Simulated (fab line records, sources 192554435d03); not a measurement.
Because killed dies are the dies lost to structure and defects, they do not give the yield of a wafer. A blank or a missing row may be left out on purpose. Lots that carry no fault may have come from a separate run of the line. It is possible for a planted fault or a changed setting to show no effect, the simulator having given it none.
Which of the tools did it? + flow n5_finfet + 20 lots, 60 wafers sampled, at 6 steps of a route of 1938

== WHAT THE GAUGES READ, wafer by wafer ==
Not one reading of a measure or inspect step in the record can be checked against a usual standard deviation.

== WHICH TOOL RAN EACH LOT (tool, then ch and the chambers of the sampled wafers, then the start) ==
| lot  | N5_BEOL_M3_ANNEAL_51             | N5_BEOL_M4_DESCUM_16               | N5_BEOL_M4_ETCH_69                 | N5_BEOL_M4_ALD_98                 | N5_BEOL_M4_VIA_ETCH_34             | N5_BEOL_M4_STRIP_36                |
|------|----------------------------------|------------------------------------|------------------------------------|-----------------------------------|------------------------------------|------------------------------------|
| L075 | rtp_anneal-01 ch 0, day 7 21:31  | rie_diel-04 ch 1,2,3, day 7 23:55  | rie_diel-06 ch 1,3, day 8 01:04    | ald_sin-03 ch 0,1,3, day 8 01:09  | rie_diel-06 ch 0,1, day 8 03:05    | rie_diel-06 ch 0,1, day 8 03:09    |
| L074 | rtp_anneal-01 ch 0, day 8 01:55  | rie_diel-04 ch 1,2,3, day 8 03:42  | rie_diel-06 ch 0,1,2, day 8 04:38  | ald_sin-04 ch 2,3, day 8 04:43    | rie_diel-06 ch 0,1,2, day 8 08:04  | rie_diel-06 ch 0,1,2, day 8 08:08  |
| L076 | rtp_anneal-02 ch 0, day 8 07:40  | rie_diel-05 ch 0,1,2, day 8 09:52  | rie_diel-04 ch 2,3, day 8 10:47    | ald_sin-04 ch 0,1,2, day 8 11:13  | rie_diel-05 ch 0,1,2, day 8 14:20  | rie_diel-05 ch 0,1,2, day 8 14:24  |
| L077 | rtp_anneal-02 ch 0, day 8 19:11  | rie_diel-05 ch 1,2, day 8 20:45    | rie_diel-06 ch 0,1,2, day 8 21:49  | ald_sin-04 ch 0,1,2, day 8 22:52  | rie_diel-06 ch 0,2, day 8 23:08    | rie_diel-06 ch 0,2, day 8 23:11    |
| L078 | rtp_anneal-02 ch 0, day 8 19:22  | rie_diel-06 ch 0,1,2, day 8 21:09  | rie_diel-04 ch 0,1,2, day 8 22:11  | ald_sin-04 ch 0,1,2, day 8 22:58  | rie_diel-04 ch 0,1,3, day 8 23:15  | rie_diel-04 ch 0,1,3, day 8 23:19  |
| L079 | rtp_anneal-02 ch 0, day 9 07:35  | rie_diel-06 ch 1,2, day 9 10:50    | rie_diel-05 ch 0,2, day 9 11:49    | ald_sin-04 ch 1,2,3, day 9 11:59  | rie_diel-05 ch 0,1, day 9 14:52    | rie_diel-05 ch 0,1, day 9 14:56    |
| L081 | rtp_anneal-02 ch 0, day 9 11:26  | rie_diel-04 ch 0,1, day 9 15:50    | rie_diel-04 ch 1,2,3, day 9 16:49  | ald_sin-03 ch 1,2, day 9 17:49    | rie_diel-04 ch 0,2,3, day 10 12:38 | rie_diel-04 ch 0,2,3, day 10 12:42 |
| L080 | rtp_anneal-02 ch 0, day 9 14:43  | rie_diel-06 ch 1,2, day 9 18:51    | rie_diel-05 ch 0,2, day 9 20:02    | ald_sin-01 ch 0,3, day 9 20:07    | rie_diel-06 ch 1,3, day 10 17:28   | rie_diel-06 ch 1,3, day 10 17:32   |
| L082 | rtp_anneal-02 ch 0, day 9 15:31  | rie_diel-06 ch 0,3, day 9 19:13    | rie_diel-04 ch 0,1,3, day 9 20:17  | ald_sin-04 ch 0,3, day 9 20:23    | rie_diel-04 ch 0,1,3, day 10 09:05 | rie_diel-04 ch 0,1,3, day 10 09:08 |
| L084 | rtp_anneal-02 ch 0, day 10 09:04 | rie_diel-04 ch 1,2, day 10 10:47   | rie_diel-05 ch 1,3, day 10 11:43   | ald_sin-01 ch 0,1,3, day 10 11:57 | rie_diel-04 ch 0,1, day 10 21:43   | rie_diel-04 ch 0,1, day 10 21:46   |
| L083 | rtp_anneal-02 ch 0, day 10 13:40 | rie_diel-04 ch 1,2,3, day 10 17:47 | rie_diel-04 ch 0,1, day 10 18:54   | ald_sin-04 ch 0,1, day 10 18:59   | rie_diel-04 ch 1,3, day 11 01:08   | rie_diel-04 ch 1,3, day 11 01:11   |
| L085 | rtp_anneal-02 ch 0, day 10 17:58 | rie_diel-06 ch 1,2, day 10 20:48   | rie_diel-06 ch 0,1,2, day 10 21:43 | ald_sin-04 ch 0,1,3, day 10 21:48 | rie_diel-06 ch 0,2, day 11 04:02   | rie_diel-06 ch 0,2, day 11 04:06   |
| L086 | rtp_anneal-02 ch 0, day 11 12:46 | rie_diel-06 ch 1,2,3, day 11 14:38 | rie_diel-04 ch 0,1,3, day 11 15:34 | ald_sin-04 ch 0,2,3, day 11 15:39 | rie_diel-04 ch 0,1,2, day 11 16:14 | rie_diel-04 ch 0,1,2, day 11 16:17 |
| L087 | rtp_anneal-01 ch 0, day 12 00:51 | rie_diel-06 ch 2,3, day 12 03:22   | rie_diel-04 ch 1,2,3, day 12 04:17 | ald_sin-01 ch 0,2, day 12 05:04   | rie_diel-06 ch 0,3, day 12 13:07   | rie_diel-06 ch 0,3, day 12 13:10   |
| L091 | rtp_anneal-01 ch 0, day 12 06:27 | rie_diel-05 ch 1,2,3, day 12 08:31 | rie_diel-04 ch 1,3, day 12 09:35   | ald_sin-01 ch 0,2, day 12 09:50   | rie_diel-06 ch 0,2,3, day 12 16:22 | rie_diel-06 ch 0,2,3, day 12 16:26 |
| L092 | rtp_anneal-02 ch 0, day 12 16:07 | rie_diel-06 ch 1,2, day 12 20:59   | rie_diel-04 ch 0,1,3, day 12 22:09 | ald_sin-01 ch 0,1, day 12 22:25   | rie_diel-06 ch 1,2, day 13 18:32   | rie_diel-06 ch 1,2, day 13 18:36   |
| L090 | rtp_anneal-02 ch 0, day 12 19:35 | rie_diel-06 ch 0,1,2, day 12 22:08 | rie_diel-04 ch 1,3, day 12 23:10   | ald_sin-03 ch 0,2,3, day 12 23:27 | rie_diel-05 ch 1,2,3, day 13 19:22 | rie_diel-05 ch 1,2,3, day 13 19:26 |
| L093 | rtp_anneal-02 ch 0, day 13 02:44 | rie_diel-05 ch 0,2,3, day 13 05:56 | rie_diel-05 ch 0,2,3, day 13 06:58 | ald_sin-03 ch 0,1,2, day 13 07:02 | rie_diel-05 ch 1,2,3, day 14 01:27 | rie_diel-05 ch 1,2,3, day 14 01:31 |
| L094 | rtp_anneal-01 ch 0, day 13 13:32 | rie_diel-05 ch 1,2,3, day 13 16:38 | rie_diel-06 ch 0,1,2, day 13 18:49 | ald_sin-04 ch 0,1,3, day 13 19:06 | rie_diel-04 ch 0,2,3, day 14 14:23 | rie_diel-04 ch 0,2,3, day 14 14:26 |
| L095 | rtp_anneal-01 ch 0, day 13 16:59 | rie_diel-05 ch 2,3, day 13 20:31   | rie_diel-06 ch 0,1, day 13 21:58   | ald_sin-03 ch 1,2,3, day 13 22:03 | rie_diel-06 ch 1,3, day 14 14:32   | rie_diel-06 ch 1,3, day 14 14:35   |
- N5_BEOL_M3_ANNEAL_51: time 90 s.
- N5_BEOL_M4_DESCUM_16: chemistry O2, time 7 s.
- N5_BEOL_M4_ETCH_69: etches SiARC in CF4, target depth 15.6 nm, time 26 s.
- N5_BEOL_M4_ALD_98: deposits SiO2, target thk 2.5 nm, pulse time 1 s, co reactant pulse time 1 s.
- N5_BEOL_M4_VIA_ETCH_34: etches the open film in C4F6/O2, target depth 69.4 nm, time 65.9 s.
- N5_BEOL_M4_STRIP_36: strips in N2/H2.

== AS READ BY THE TOOLS THEMSELVES (means over the sampled wafers that have a number; for cases with no such wafer, the mark the record gives instead) ==
N5_BEOL_M3_ANNEAL_51. Usual: wafer_temp_C_max at 226.04, with a standard deviation of 0.27.
| lot  | tool          | wafer_temp_C_max | flag |
|------|---------------|------------------|------|
| L075 | rtp_anneal-01 | 225.87           |      |
| L074 | rtp_anneal-01 | 225.78           |      |
| L076 | rtp_anneal-02 | 226.23           |      |
| L077 | rtp_anneal-02 | 226.12           |      |
| L078 | rtp_anneal-02 | 225.99           |      |
| L079 | rtp_anneal-02 | 225.93           |      |
| L081 | rtp_anneal-02 | 225.76           |      |
| L080 | rtp_anneal-02 | 226.29           |      |
| L082 | rtp_anneal-02 | 225.81           |      |
| L084 | rtp_anneal-02 | 225.97           |      |
| L083 | rtp_anneal-02 | 226.37           |      |
| L085 | rtp_anneal-02 | 226.16           |      |
| L086 | rtp_anneal-02 | 226.34           |      |
| L087 | rtp_anneal-01 | 225.75           |      |
| L091 | rtp_anneal-01 | 225.82           |      |
| L092 | rtp_anneal-02 | 226.18           |      |
| L090 | rtp_anneal-02 | 226.56           |      |
| L093 | rtp_anneal-02 | 226.30           |      |
| L094 | rtp_anneal-01 | 226.01           |      |
| L095 | rtp_anneal-01 | 225.91           |      |

N5_BEOL_M4_DESCUM_16. Usual: drypump_motor_current_A 5.68 A, standard deviation 0.26; oes_product_au 0.84 a.u., standard deviation 0.081; rf_fwd_power_W 49.26 W, standard deviation 0.29; rf_vpp_V 243.6 V, standard deviation 1.4; showerhead_plenum_p_Torr 2.12 Torr, standard deviation 0.072; throttle_valve_pct 20.23 %, standard deviation 0.3.
| lot  | tool        | drypump_motor_current_A (A) | oes_product_au (a.u.) | rf_fwd_power_W (W) | rf_vpp_V (V) | showerhead_plenum_p_Torr (Torr) | throttle_valve_pct (%) | flag |
|------|-------------|-----------------------------|-----------------------|--------------------|--------------|---------------------------------|------------------------|------|
| L075 | rie_diel-04 | 5.86                        | 0.84                  | 49.48              | 243.4        | 2.11                            | 20.51                  |      |
| L074 | rie_diel-04 | 5.83                        | 0.84                  | 49.43              | 243.2        | 2.11                            | 20.52                  |      |
| L076 | rie_diel-05 | 5.85                        | 0.85                  | 49.35              | 243.1        | 2.12                            | 20.17                  |      |
| L077 | rie_diel-05 | 6.03                        | 0.86                  | 49.47              | 243.5        | 2.11                            | 20.24                  |      |
| L078 | rie_diel-06 | 5.64                        | 0.85                  | 48.95              | 245.0        | 2.15                            | 20.22                  |      |
| L079 | rie_diel-06 | 5.65                        | 0.84                  | 49.08              | 242.9        | 2.10                            | 20.16                  |      |
| L081 | rie_diel-04 | 5.85                        | 0.85                  | 49.22              | 243.4        | 2.11                            | 20.28                  |      |
| L080 | rie_diel-06 | 5.65                        | 0.84                  | 48.98              | 242.9        | 2.10                            | 20.16                  |      |
| L082 | rie_diel-06 | 5.46                        | 0.89                  | 49.23              | 243.7        | 2.18                            | 20.19                  |      |
| L084 | rie_diel-04 | 5.82                        | 0.84                  | 49.49              | 242.5        | 2.07                            | 20.46                  |      |
| L083 | rie_diel-04 | 5.83                        | 0.81                  | 49.31              | 243.9        | 2.10                            | 20.53                  |      |
| L085 | rie_diel-06 | 5.65                        | 0.83                  | 49.02              | 243.1        | 2.09                            | 20.17                  |      |
| L086 | rie_diel-06 | 5.53                        | 0.86                  | 48.92              | 244.0        | 2.12                            | 20.00                  |      |
| L087 | rie_diel-06 | 5.43                        | 0.90                  | 48.76              | 244.2        | 2.15                            | 19.86                  |      |
| L091 | rie_diel-05 | 5.97                        | 0.86                  | 49.37              | 243.5        | 2.08                            | 20.20                  |      |
| L092 | rie_diel-06 | 5.70                        | 0.82                  | 49.12              | 243.7        | 2.14                            | 20.10                  |      |
| L090 | rie_diel-06 | 5.66                        | 0.81                  | 49.27              | 243.6        | 2.14                            | 20.25                  |      |
| L093 | rie_diel-05 | 5.88                        | 0.81                  | 49.45              | 242.5        | 2.08                            | 20.36                  |      |
| L094 | rie_diel-05 | 5.96                        | 0.84                  | 49.52              | 243.8        | 2.08                            | 20.23                  |      |
| L095 | rie_diel-05 | 5.97                        | 0.84                  | 49.59              | 243.3        | 2.05                            | 20.37                  |      |

N5_BEOL_M4_ETCH_69. Usual: cf4_flow_sccm 99.9 sccm, standard deviation 0.32; drypump_motor_current_A 5.71 A, standard deviation 0.27; etch_rf_on_time_s 25.8 s, standard deviation 0.51; oes_product_au 0.72 a.u., standard deviation 0.072; rf_fwd_power_W 531.9 W, standard deviation 2.2; rf_vpp_V 184.4 V, standard deviation 1.2; showerhead_plenum_p_Torr 2.17 Torr, standard deviation 0.075; throttle_valve_pct 15.49 %, standard deviation 0.24.
| lot  | tool        | cf4_flow_sccm (sccm) | drypump_motor_current_A (A) | etch_rf_on_time_s (s) | oes_product_au (a.u.) | rf_fwd_power_W (W) | rf_vpp_V (V) | showerhead_plenum_p_Torr (Torr) | throttle_valve_pct (%) | flag |
|------|-------------|----------------------|-----------------------------|-----------------------|-----------------------|--------------------|--------------|---------------------------------|------------------------|------|
| L075 | rie_diel-06 | 100.0                | 5.49                        | 25.1                  | 0.69                  | 530.5              | 183.9        | 2.13                            | 15.46                  |      |
| L074 | rie_diel-06 | 99.8                 | 5.66                        | 25.6                  | 0.73                  | 529.1              | 184.4        | 2.21                            | 15.41                  |      |
| L076 | rie_diel-04 | 100.1                | 5.64                        | 25.8                  | 0.64                  | 533.2              | 184.0        | 2.11                            | 15.87                  |      |
| L077 | rie_diel-06 | 100.0                | 5.66                        | 25.8                  | 0.73                  | 531.3              | 184.4        | 2.21                            | 15.43                  |      |
| L078 | rie_diel-04 | 100.2                | 5.63                        | 25.9                  | 0.66                  | 531.9              | 183.1        | 2.11                            | 15.69                  |      |
| L079 | rie_diel-05 | 99.8                 | 5.75                        | 26.3                  | 0.67                  | 534.8              | 183.8        | 2.15                            | 15.45                  |      |
| L081 | rie_diel-04 | 99.9                 | 5.86                        | 26.0                  | 0.71                  | 533.2              | 184.0        | 2.16                            | 15.67                  |      |
| L080 | rie_diel-05 | 100.1                | 5.94                        | 26.2                  | 0.68                  | 531.8              | 184.4        | 2.15                            | 15.58                  |      |
| L082 | rie_diel-04 | 99.9                 | 5.86                        | 26.0                  | 0.70                  | 532.4              | 184.6        | 2.19                            | 15.55                  |      |
| L084 | rie_diel-05 | 99.9                 | 5.87                        | 26.4                  | 0.79                  | 531.7              | 183.2        | 2.14                            | 15.36                  |      |
| L083 | rie_diel-04 | 100.1                | 5.61                        | 26.6                  | 0.64                  | 532.0              | 183.4        | 2.14                            | 15.59                  |      |
| L085 | rie_diel-06 | 99.9                 | 5.65                        | 25.6                  | 0.71                  | 531.2              | 184.1        | 2.21                            | 15.45                  |      |
| L086 | rie_diel-04 | 99.4                 | 5.85                        | 25.5                  | 0.77                  | 531.8              | 183.8        | 2.18                            | 15.40                  |      |
| L087 | rie_diel-04 | 100.0                | 5.84                        | 25.8                  | 0.68                  | 535.3              | 183.2        | 2.15                            | 15.70                  |      |
| L091 | rie_diel-04 | 100.2                | 6.02                        | 25.3                  | 0.75                  | 529.6              | 184.6        | 2.19                            | 15.50                  |      |
| L092 | rie_diel-04 | 100.1                | 5.84                        | 25.7                  | 0.75                  | 532.5              | 185.1        | 2.18                            | 15.42                  |      |
| L090 | rie_diel-04 | 99.7                 | 6.04                        | 25.4                  | 0.74                  | 529.8              | 185.3        | 2.19                            | 15.50                  |      |
| L093 | rie_diel-05 | 100.3                | 5.87                        | 26.6                  | 0.69                  | 533.6              | 184.6        | 2.13                            | 15.56                  |      |
| L094 | rie_diel-06 | 100.2                | 5.64                        | 25.8                  | 0.68                  | 533.3              | 184.5        | 2.20                            | 15.51                  |      |
| L095 | rie_diel-06 | 99.8                 | 5.60                        | 25.5                  | 0.69                  | 531.8              | 184.9        | 2.19                            | 15.63                  |      |

N5_BEOL_M4_ALD_98. Usual: heater_power_w 79 W, standard deviation 8.6; precursor_pulse_height_rel 0.999, standard deviation 0.018.
| lot  | tool       | heater_power_w (W) | precursor_pulse_height_rel | flag |
|------|------------|--------------------|----------------------------|------|
| L075 | ald_sin-03 | 80                 | 0.995                      |      |
| L074 | ald_sin-04 | 84                 | 1.006                      |      |
| L076 | ald_sin-04 | 70                 | 1.012                      |      |
| L077 | ald_sin-04 | 71                 | 0.982                      |      |
| L078 | ald_sin-04 | 71                 | 0.994                      |      |
| L079 | ald_sin-04 | 78                 | 1.004                      |      |
| L081 | ald_sin-03 | 87                 | 0.985                      |      |
| L080 | ald_sin-01 | 87                 | 0.996                      |      |
| L082 | ald_sin-04 | 75                 | 0.998                      |      |
| L084 | ald_sin-01 | 87                 | 1.001                      |      |
| L083 | ald_sin-04 | 71                 | 1.001                      |      |
| L085 | ald_sin-04 | 77                 | 1.012                      |      |
| L086 | ald_sin-04 | 76                 | 0.987                      |      |
| L087 | ald_sin-01 | 82                 | 1.009                      |      |
| L091 | ald_sin-01 | 81                 | 0.987                      |      |
| L092 | ald_sin-01 | 86                 | 0.994                      |      |
| L090 | ald_sin-03 | 73                 | 0.998                      |      |
| L093 | ald_sin-03 | 81                 | 0.995                      |      |
| L094 | ald_sin-04 | 75                 | 0.998                      |      |
| L095 | ald_sin-03 | 78                 | 0.984                      |      |

N5_BEOL_M4_VIA_ETCH_34. Usual: drypump_motor_current_A 5.71 A, standard deviation 0.27; oes_product_au 0.84 a.u., standard deviation 0.081; rf_fwd_power_W 346.8 W, standard deviation 1.6; rf_vpp_V 672 V, standard deviation 13; showerhead_plenum_p_Torr 2.90 Torr, standard deviation 0.1; throttle_valve_pct 30.71 %, standard deviation 0.26.
| lot  | tool        | drypump_motor_current_A (A) | oes_product_au (a.u.) | rf_fwd_power_W (W) | rf_vpp_V (V) | showerhead_plenum_p_Torr (Torr) | throttle_valve_pct (%) | flag |
|------|-------------|-----------------------------|-----------------------|--------------------|--------------|---------------------------------|------------------------|------|
| L075 | rie_diel-06 | 5.58                        | 0.85                  | 346.6              | 668          | 2.93                            | 30.74                  |      |
| L074 | rie_diel-06 | 5.65                        | 0.86                  | 345.8              | 678          | 2.94                            | 30.69                  |      |
| L076 | rie_diel-05 | 5.84                        | 0.85                  | 348.6              | 663          | 2.88                            | 30.46                  |      |
| L077 | rie_diel-06 | 5.64                        | 0.85                  | 347.3              | 672          | 3.00                            | 30.72                  |      |
| L078 | rie_diel-04 | 5.84                        | 0.84                  | 346.7              | 677          | 2.91                            | 30.74                  |      |
| L079 | rie_diel-05 | 5.72                        | 0.85                  | 348.1              | 666          | 2.88                            | 30.23                  |      |
| L081 | rie_diel-04 | 5.63                        | 0.73                  | 347.6              | 675          | 2.84                            | 31.04                  |      |
| L080 | rie_diel-06 | 5.39                        | 0.93                  | 344.4              | 661          | 2.87                            | 30.47                  |      |
| L082 | rie_diel-04 | 5.84                        | 0.82                  | 347.7              | 678          | 2.90                            | 30.76                  |      |
| L084 | rie_diel-04 | 5.64                        | 0.75                  | 345.9              | 672          | 2.84                            | 30.72                  |      |
| L083 | rie_diel-04 | 6.04                        | 0.89                  | 347.6              | 673          | 2.92                            | 30.65                  |      |
| L085 | rie_diel-06 | 5.70                        | 0.84                  | 345.8              | 681          | 3.01                            | 30.67                  |      |
| L086 | rie_diel-04 | 5.65                        | 0.84                  | 347.6              | 665          | 2.79                            | 30.83                  |      |
| L087 | rie_diel-06 | 5.48                        | 0.85                  | 346.3              | 661          | 2.96                            | 30.65                  |      |
| L091 | rie_diel-06 | 5.54                        | 0.85                  | 345.7              | 670          | 2.97                            | 30.58                  |      |
| L092 | rie_diel-06 | 5.72                        | 0.81                  | 343.1              | 684          | 2.93                            | 30.67                  |      |
| L090 | rie_diel-05 | 5.95                        | 0.83                  | 347.7              | 656          | 2.85                            | 30.71                  |      |
| L093 | rie_diel-05 | 5.97                        | 0.83                  | 347.4              | 657          | 2.84                            | 30.72                  |      |
| L094 | rie_diel-04 | 5.62                        | 0.90                  | 346.8              | 678          | 2.94                            | 30.81                  |      |
| L095 | rie_diel-06 | 5.50                        | 0.82                  | 346.9              | 669          | 2.81                            | 30.62                  |      |

N5_BEOL_M4_STRIP_36. Usual: drypump_motor_current_A 5.72 A, standard deviation 0.26; oes_product_au 0.84 a.u., standard deviation 0.081; rf_vpp_V 59.4 V, standard deviation 1.6; showerhead_plenum_p_Torr 2.59 Torr, standard deviation 0.094; throttle_valve_pct 23.6 %, standard deviation 0.32.
| lot  | tool        | drypump_motor_current_A (A) | oes_product_au (a.u.) | rf_vpp_V (V) | showerhead_plenum_p_Torr (Torr) | throttle_valve_pct (%) | flag |
|------|-------------|-----------------------------|-----------------------|--------------|---------------------------------|------------------------|------|
| L075 | rie_diel-06 | 5.59                        | 0.86                  | 60.0         | 2.62                            | 23.7                   |      |
| L074 | rie_diel-06 | 5.67                        | 0.86                  | 58.2         | 2.62                            | 23.5                   |      |
| L076 | rie_diel-05 | 5.85                        | 0.85                  | 59.9         | 2.57                            | 23.4                   |      |
| L077 | rie_diel-06 | 5.66                        | 0.86                  | 58.4         | 2.70                            | 23.5                   |      |
| L078 | rie_diel-04 | 5.80                        | 0.84                  | 58.8         | 2.60                            | 23.6                   |      |
| L079 | rie_diel-05 | 5.74                        | 0.85                  | 60.7         | 2.57                            | 23.1                   |      |
| L081 | rie_diel-04 | 5.65                        | 0.73                  | 59.9         | 2.53                            | 23.9                   |      |
| L080 | rie_diel-06 | 5.38                        | 0.91                  | 60.2         | 2.55                            | 23.4                   |      |
| L082 | rie_diel-04 | 5.85                        | 0.82                  | 60.4         | 2.60                            | 23.6                   |      |
| L084 | rie_diel-04 | 5.64                        | 0.75                  | 59.2         | 2.52                            | 23.7                   |      |
| L083 | rie_diel-04 | 6.03                        | 0.90                  | 60.8         | 2.63                            | 23.5                   |      |
| L085 | rie_diel-06 | 5.69                        | 0.84                  | 58.9         | 2.68                            | 23.3                   |      |
| L086 | rie_diel-04 | 5.65                        | 0.84                  | 59.1         | 2.50                            | 23.7                   |      |
| L087 | rie_diel-06 | 5.50                        | 0.85                  | 58.3         | 2.66                            | 23.5                   |      |
| L091 | rie_diel-06 | 5.55                        | 0.86                  | 59.6         | 2.65                            | 23.3                   |      |
| L092 | rie_diel-06 | 5.70                        | 0.81                  | 59.6         | 2.60                            | 23.3                   |      |
| L090 | rie_diel-05 | 5.95                        | 0.83                  | 58.9         | 2.54                            | 23.6                   |      |
| L093 | rie_diel-05 | 5.97                        | 0.83                  | 58.7         | 2.54                            | 23.6                   |      |
| L094 | rie_diel-04 | 5.64                        | 0.91                  | 60.0         | 2.63                            | 23.7                   |      |
| L095 | rie_diel-06 | 5.51                        | 0.82                  | 59.4         | 2.49                            | 23.7                   |      |

== THE ANSWER, worked out from the rows above alone ==
Rule: a lot is off if the mean of its wafers that have a number lies more than 3 standard deviations from the usual mean. A lot without any number at a reading at which 4 lots or more have one is off too. Where the step has rows for the other lots, those lots are counted as sound. The gauges are gone through in route order, then the tools' own readings, and for those a lot's mean is taken as printed above. The first step at which some lot is off is used, and at that step the reading that is off furthest; a lot without a number counts as furthest.
Across all readings shown, no lot is off: no conclusion can be drawn from this.

== WHAT THE SIMULATOR HAD INSERTED ==
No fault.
